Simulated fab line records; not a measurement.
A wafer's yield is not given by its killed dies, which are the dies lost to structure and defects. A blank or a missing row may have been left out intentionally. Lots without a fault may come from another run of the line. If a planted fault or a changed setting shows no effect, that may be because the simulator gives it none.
fab line records | flow n5Finfet | part 1 of 2: steps 1 to 21 of 22
[record] lots = 7 wafers = 19 lastDay = 18
route steps=1938 shown BEOL_M4@1091 BEOL_M5@1112 PASSIVATION@1936
lots untouched by any fault: they come from a run of this same line in which no faults occurred
startH: the number of hours between the record's first day and the start of the first shown wafer of the lot | waitH: hours elapsed since this lot's preceding step | " repeats the value in the row above | L1.1+2: one row covering several wafers at once | - no value, or no start given | * or withheld: withheld | < > ~ a bound
route shown NAME@n: NAME is a module with steps in the file, n the number in the route of the first one | usual: mean/standard deviation of fault-free wafers | same: alike in all rows | chamber/n: place in a boat | sites: per-site readings | _std_site: the standard deviation of these | _edge_site: the outer-site mean with the inner-site mean subtracted | radiusMm: for every site, how far away it sits from the centre of the wafer | mask NAME#n: copy n | behind: tool/chamber where the wafer was last shaped | hold: the reason the lot was held/the length of the hold in hours/how it ended | device: names the non-switching transistor (n, p or np) | end of line: the route-end tests of the same wafers | step lacking rows: just its recipe | killed: count of dies lost to structure and defects at first sort (not the wafer's yield) | map: a wafer's dies, x killed, . not, _ none there
set.NAME: the setting the step ran with; set.NAME@STEP: the setting that earlier step ran with | model.NAME: the simulator's own value behind a step, which no gauge read
certain route steps with their lots: each step a table, each wafer a row
services: from which hour (startH, from the record's first day; less than 0 if before it) a tool's chamber was out of use, for how many hours, and why
[[steps]]
[step N5_BEOL_M4_ANNEAL_87]
[recipe] tempC = 400 timeS = 240 ambient = vacuum
[step N5_BEOL_M4_SPUTTER_88]
[recipe] material = Cu targetThkA = 45 tempC = -20 chamberPressurePa = 0.07 powerW = withheld timeS = 8.29
[step N5_BEOL_M4_ANNEAL_89]
[recipe] tempC = 400 timeS = 240 ambient = vacuum
[step N5_BEOL_M4_SPUTTER_90]
[recipe] material = Cu targetThkA = 45 tempC = -20 chamberPressurePa = 0.07 powerW = withheld timeS = 8.29
[step N5_BEOL_M4_ANNEAL_91]
[recipe] tempC = 400 timeS = 240 ambient = vacuum
[usual] heaterPowerW = 807/87
// columns lot.wafer tool chamber startH waitH heaterPowerW
L685.2 pvdSputter-01 - 213.39 0.0 733
L685.5 " - " " 784
L685.6 " - " " 731
L687.1 pvdSputter-01 - 231.84 0.0 734
L687.2 " - " " 905
L687.3 " - " " 764
L691.2 pvdSputter-01 - 253.87 0.0 776
L691.3 " - " " 748
L693.2 pvdSputter-01 - 257.45 0.0 723
L693.3 " - " " 789
L693.6 " - " " 952
L694.1 pvdSputter-03 - 272.96 0.0 819
L694.4 " - " " 743
L694.6 " - " " 827
L696.1 pvdSputter-03 - 279.11 0.0 670
L696.3 " - " " 821
L695.1 pvdSputter-01 - 318.16 0.0 735
L695.2 " - " " 773
L695.6 " - " " 960
[step N5_BEOL_M4_SPUTTER_92]
[recipe] material = Cu targetThkA = 45 tempC = -20 chamberPressurePa = 0.07 powerW = withheld timeS = 8.29
[step N5_BEOL_M4_ANNEAL_93]
[recipe] tempC = 400 timeS = 240 ambient = vacuum
[step N5_BEOL_M4_SPUTTER_94]
[recipe] material = Cu targetThkA = 45 tempC = -20 chamberPressurePa = 0.07 powerW = withheld timeS = 8.29
[usual] throttleValvePct = 30.1/0.94
// columns lot.wafer tool chamber startH waitH throttleValvePct
L685.2 pvdSputter-01 - 213.75 0.1 29.5
L685.5 " - " " 30.0
L685.6 " - " " 29.5
L687.1 pvdSputter-01 - 232.20 0.1 29.5
L687.2 " - " " 30.8
L687.3 " - " " 29.8
L691.2 pvdSputter-01 - 254.23 0.1 29.9
L691.3 " - " " 29.5
L693.2 pvdSputter-01 - 257.81 0.1 29.6
L693.3 " - " " 29.8
L693.6 " - " " 30.5
L694.1 pvdSputter-03 - 273.32 0.1 29.4
L694.4 " - " " 30.7
L694.6 " - " " 31.0
L696.1 pvdSputter-03 - 279.47 0.1 28.2
L696.3 " - " " 30.8
L695.1 pvdSputter-01 - 318.52 0.1 29.6
L695.2 " - " " 31.6
L695.6 " - " " 30.6
[step N5_BEOL_M4_ANNEAL_95]
[recipe] tempC = 400 timeS = 240 ambient = vacuum
[step N5_BEOL_M4_SPUTTER_96]
[recipe] material = Cu targetThkA = 45 tempC = -20 chamberPressurePa = 0.07 powerW = withheld timeS = 8.29
[step N5_BEOL_M4_ECD_50]
[recipe] material = Cu targetThkA = 3000
[step N5_BEOL_M4_ANNEAL_51]
[recipe] tempC = 225 timeS = 90 ambient = N2
[usual] wafer_temp_C_max = 225.9/0.31
// columns lot.wafer tool chamber startH waitH wafer_temp_C_max
L685.2 rtpAnneal-01 0 214.21 0.1 226.2
L685.5 " 0 " " 225.8
L685.6 " 0 " " 226.3
L687.1 rtpAnneal-01 0 232.61 0.1 226.0
L687.2 " 0 " " 226.8
L687.3 " 0 " " 226.3
L691.2 rtpAnneal-02 0 254.69 0.1 226.1
L691.3 " 0 " " 225.6
L693.2 rtpAnneal-02 0 258.27 0.1 225.7
L693.3 " 0 " " 225.9
L693.6 " 0 " " 226.1
L694.1 rtpAnneal-02 0 273.74 0.1 225.3
L694.4 " 0 " " 225.3
L694.6 " 0 " " 225.7
L696.1 rtpAnneal-01 0 279.93 0.1 226.1
L696.3 " 0 " " 226.5
L695.1 rtpAnneal-01 0 318.93 0.1 226.7
L695.2 " 0 " " 226.0
L695.6 " 0 " " 226.5
[step N5_BEOL_M4_CMP_52]
[recipe] stopOn = SiOC tOverpolishS = 6.8 downForcePsi = 1 platenRpm = 50 clearingPlatenDownForcePsi = 1.5 clearingPlatenRpm = 50 postCmpClean = cuAlkaline targetThkNm = 40 clearingPlatenPadVelocityMS = 0.99484 padVelocityMS = 0.99484
[usual] barrierFieldEndpointS = 24.7/0.74 clearingPlatenDownForcePsi = 1.5003/0.0028 motorCurrentA = 6.2/0.64 overpolishRunS = 6.800/0.0087 slurryFlowMlMin = 150.0/0.49 timeToEndpointS = 62/3.7
// columns lot.wafer tool chamber startH waitH barrierFieldEndpointS clearingPlatenDownForcePsi motorCurrentA overpolishRunS slurryFlowMlMin timeToEndpointS model.SiOC_of_BEOL_M4_ILD_DEP_00.thkNm
L685.2 cmp-01 2 214.46 0.2 24.8 1.4993 7.3 6.798 149.3 62 75
L685.6 " 2 " " 25.0 1.4968 6.6 6.803 149.5 61 76.8
L685.5 " 3 " " 24.7 1.5000 5.1 6.789 149.1 61 76.2
L687.2 cmp-04 0 232.91 0.2 25.6 1.5014 6.6 6.791 150.2 64 73.4
L687.1 " 2 " " 24.7 1.4978 6.9 6.797 149.7 60 74.6
L687.3 " 3 " " 25.4 1.4980 5.7 6.790 150.5 59 75.2
L691.2 cmp-04 1 255.02 0.3 25.5 1.4942 5.5 6.796 149.7 67 75.4
L691.3 " 2 " " 41.3 1.4963 7.0 0.040 150.5 81 76.8
L693.3 cmp-04 1 258.89 0.5 41.4 1.5058 5.3 0.041 150.3 82 77.8
L693.2 " 3 " " 23.9 1.4990 6.0 6.814 151.0 62 74.8
L693.6 " 0 " " 25.1 1.5012 6.9 6.789 149.9 67 76.4
L694.1 cmp-02 3 274.07 0.3 25.2 1.5018 5.7 6.809 150.7 62 74
L694.4 " 1 " " 25.7 1.4978 7.0 6.791 149.7 66 76.6
L694.6 " 3 " " 25.7 1.4998 5.9 6.807 150.4 63 75.4
L696.1 cmp-04 3 280.23 0.3 26.0 1.4957 5.4 6.799 150.2 64 76
L696.3 " 1 " " 41.3 1.5023 5.8 0.041 150.5 81 76.6
L695.2 cmp-01 2 319.27 0.2 24.9 1.5039 7.4 6.816 149.0 62 76.4
L695.1 " 0 " " 24.8 1.5050 6.6 6.798 150.5 63 74.6
L695.6 " 1 " " 24.7 1.5030 5.4 6.812 149.2 61 76.6
[step N5_BEOL_M4_THK_MEAS_53]
[recipe] thkMeasGauge = xrf reads = Cu_of_BEOL_M4_ECD_50
[usual] M4_THK = 40.5/1.7
// columns lot.wafer tool chamber startH waitH M4_THK[nm]
L685.2 filmMetro-01 - 214.75 - 42.0
L685.5 " - " " 41.0
L685.6 " - " " 43.8
L687.1 filmMetro-02 - 233.20 - 39.1
L687.2 " - " " 41.9
L687.3 " - " " 39.5
L691.2 filmMetro-01 - 255.24 - 41.8
L691.3 " - " " 149.8
L693.2 filmMetro-02 - 259.15 - 41.0
L693.3 " - " " 156.3
L693.6 " - " " 42.0
L694.1 filmMetro-02 - 274.33 - 40.3
L694.4 " - " " 40.5
L694.6 " - " " 40.2
L696.1 filmMetro-02 - 280.52 - 40.0
L696.3 " - " " 153.5
L695.1 filmMetro-02 - 319.81 - 40.6
L695.2 " - " " 40.7
L695.6 " - " " 40.9
[step N5_BEOL_M4_PRE_CLEAN_60]
[recipe] gas = NH3/H2 timeS = 15 tempC = * rfPowerW = 300
[step N5_BEOL_M4_CO_CAP_55]
[recipe] material = Co targetThkA = 20 tempC = 200 precursor = CCTBA/H2 pressureTorr = 30 timeS = 102.1
[usual] heaterPowerW = 255/13
// columns lot.wafer tool chamber startH waitH heaterPowerW
L685.2 cvdCo-02 1 214.83 0.0 250
L685.5 " 0 " " 238
L685.6 " 2 " " 254
L687.1 cvdCo-01 2 233.28 0.0 240
L687.2 " 0 " " 260
L687.3 " 1 " " 266
L691.2 cvdCo-02 1 255.31 0.0 245
L691.3 " 0 " " 241
L693.2 cvdCo-02 1 259.44 0.0 246
L693.3 " 0 " " 243
L693.6 " 0 " " 236
L694.1 cvdCo-01 2 274.40 0.0 242
L694.4 " 0 " " 269
L694.6 " 1 " " 274
L696.1 cvdCo-01 2 280.60 0.0 234
L696.3 " 1 " " 277
L695.1 cvdCo-01 2 319.92 0.0 241
L695.2 " 0 " " 270
L695.6 " 0 " " 271
[step N5_BEOL_M4_PRE_CLEAN_56]
[recipe] gas = NH3 timeS = 15 tempC = withheld rfPowerW = 300
[step N5_BEOL_M4_DEP_57]
[recipe] material = SiCN targetThkA = 80 tempC = withheld precursor = 3MS/NH3 pressureTorr = 3 rfW = 202 timeS = 14
[step N5_BEOL_M4_INSPECT_59]
[recipe] inspectInstrument = darkfield mode = postDep
[usual] rawDefectCount = 79/27
// columns lot.wafer tool chamber startH waitH rawDefectCount
L685.2 defectInspect-01 - 215.07 0.0 98
L685.5 " - " " 76
L685.6 " - " " 80
L687.1 defectInspect-02 - 233.49 0.0 78
L687.2 " - " " 125
L687.3 " - " " 134
L691.2 defectInspect-02 - 255.52 0.0 100
L691.3 " - " " 5059
L693.2 defectInspect-01 - 259.65 0.0 34
L693.3 " - " " 5121
L693.6 " - " " 54
L694.1 defectInspect-02 - 274.61 0.0 62
L694.4 " - " " 69
L694.6 " - " " 89
L696.1 defectInspect-02 - 280.82 0.0 68
L696.3 " - " " 4956
L695.1 defectInspect-01 - 320.13 0.0 63
L695.2 " - " " 117
L695.6 " - " " 80
[step N5_BEOL_M4_RC_MEAS_101]
[usual] DIBL_N = 36.1/1.6 DIBL_P = 35.8/2.1 IOFF_N = 0.16/0.031 IOFF_P = 0.21/0.034 ION_N = 673/12 ION_P = 461/7.2 SS_N = 71.4/0.59 SS_P = 73.3/0.63 VT_N = 250/3.1 VT_P = -250/3.3
// columns lot.wafer tool chamber startH waitH DIBL_N[mV/V] DIBL_P[mV/V] IOFF_N[nA/um] IOFF_P[nA/um] ION_N[uA/um] ION_P[uA/um] SS_N[mV/dec] SS_P[mV/dec] VT_N[mV] VT_P[mV]
L685.2 prober-01 0 215.25 0.2 34.8 33.4 0.13 0.20 667 463 71.3 72.9 250 -247
L685.5 " 0 " " 34.0 33.0 0.12 0.19 668 463 71.0 73.3 251 -250
L685.6 " 0 " " 36.1 33.9 0.15 0.21 686 467 71.6 73.0 249 -247
L687.1 prober-02 0 233.51 0.0 37.3 37.4 0.17 0.23 678 468 71.3 73.4 246 -247
L687.2 " 0 " " 35.4 34.2 0.13 0.17 673 457 70.2 73.2 253 -254
L687.3 " 0 " " 36.0 35.1 0.14 0.19 663 454 70.8 73.6 252 -249
L691.2 prober-01 0 255.70 0.2 34.0 33.6 0.12 0.19 673 459 71.1 72.6 253 -250
L693.2 prober-01 0 259.82 0.2 37.1 37.5 0.19 0.23 676 464 71.8 73.4 250 -248
L693.6 " 0 " " 36.4 36.3 0.17 0.22 679 468 71.4 73.4 249 -251
L694.1 prober-01 0 274.64 0.0 38.7 38.6 0.18 0.21 669 453 72.0 73.8 247 -253
L694.4 " 0 " " 36.3 36.3 0.14 0.18 663 455 71.1 73.9 249 -255
L694.6 " 0 " " 37.9 38.0 0.17 0.21 671 453 71.6 73.8 249 -254
L696.1 prober-01 0 280.84 0.0 39.6 40.8 0.21 0.29 676 466 72.4 75.0 243 -247
L695.1 prober-01 0 320.15 0.0 36.2 34.5 0.17 0.21 671 457 71.5 72.3 251 -249
L695.2 " 0 " " 38.4 36.9 0.22 0.25 692 467 71.8 73.6 246 -244
L695.6 " 0 " " 38.3 37.0 0.23 0.25 682 466 71.6 73.6 247 -245
[step N5_BEOL_M5_ILD_DEP_00]
[recipe] material = SiCOH_lowk targetThkA = 1406.4 tempC = 300 precursor = DEMS/porogen pressureTorr = 5 rfW = 500 timeS = 25.9
[usual] heaterPowerW = 333/37 showerheadPlenumPTorr = 5.737/0.013 showerheadVppV = 1354/89 throttleValvePct = 13.7/0.83
// columns lot.wafer tool chamber startH waitH heaterPowerW showerheadPlenumPTorr showerheadVppV throttleValvePct
L685.2 pecvd-04 0 216.07 0.7 306 5.721 1528 14.0
L685.5 " 0 " " 312 5.728 1476 14.1
L685.6 " 2 " " 301 5.712 1334 13.2
L687.1 pecvd-04 1 234.48 0.8 352 5.740 1279 13.4
L687.2 " 2 " " 310 5.731 1322 13.1
L687.3 " 0 " " 337 5.714 1519 14.2
L691.2 pecvd-02 1 256.51 0.7 293 5.763 1323 14.9
L693.2 pecvd-04 0 260.64 0.7 285 5.711 1513 14.1
L693.6 " 1 " " 385 5.755 1292 13.3
L694.1 pecvd-02 1 275.60 0.8 267 5.755 1311 14.8
L694.4 " 2 " " 365 5.712 1335 14.8
L694.6 " 1 " " 278 5.752 1358 14.9
L696.1 pecvd-03 1 281.90 0.9 320 5.736 1198 15.0
L695.1 pecvd-02 2 321.11 0.8 336 5.707 1335 14.7
L695.2 " 0 " " 338 5.756 1363 13.0
L695.6 " 1 " " 290 5.762 1334 15.1
[[key]]
[firstSign] step = N5_BEOL_M4_CMP_52 reading = overpolishRunS direction = down sigmas = 99+ usual = 6.800 struck = 0.041
[effect] step = N5_BEOL_M4_CMP_52 reading = barrierFieldEndpointS direction = up sigmas = 23 usual = 24.7 struck = 41.3
[effect] step = N5_BEOL_M4_THK_MEAS_53 reading = M4_THK direction = up sigmas = 68 usual = 40.5 struck = 153.2
[effect] step = N5_BEOL_M4_INSPECT_59 reading = rawDefectCount direction = up sigmas = 99+ usual = 79 struck = 5045
[effect] step = N5_PASSIVATION_PROBE_49 reading = killed_at_M4_up direction = up sigmas = 99+ usual = 13 struck = 1096
[modelEffect] step = N5_BEOL_M4_CMP_52 value = SiOC_of_BEOL_M4_ILD_DEP_00.thkNm without = 75.53 struck = 77.07
[moreKillsBornAt] N5_BEOL_M4_CMP_52@cmp-04 = 3235
metAt N5_BEOL_M4_CMP_52
struckWafers L691.3,L693.3,L696.3
laterRowsLeftOut L691.3,L693.3,L696.3
onsetBetween 232.91 255.02
[fault] kind = processParameterDrift tool = cmp-04 chamber = - onsetH = 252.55 steps = N5_BEOL_M4_CMP_52 channel = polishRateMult offset = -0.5 shape = step endH = 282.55 scope = struckWafersOnly
// laterRowsLeftOut: the simulator's readings of these wafers behind a module that went badly wrong aren't trusted and aren't shown, but for the sort
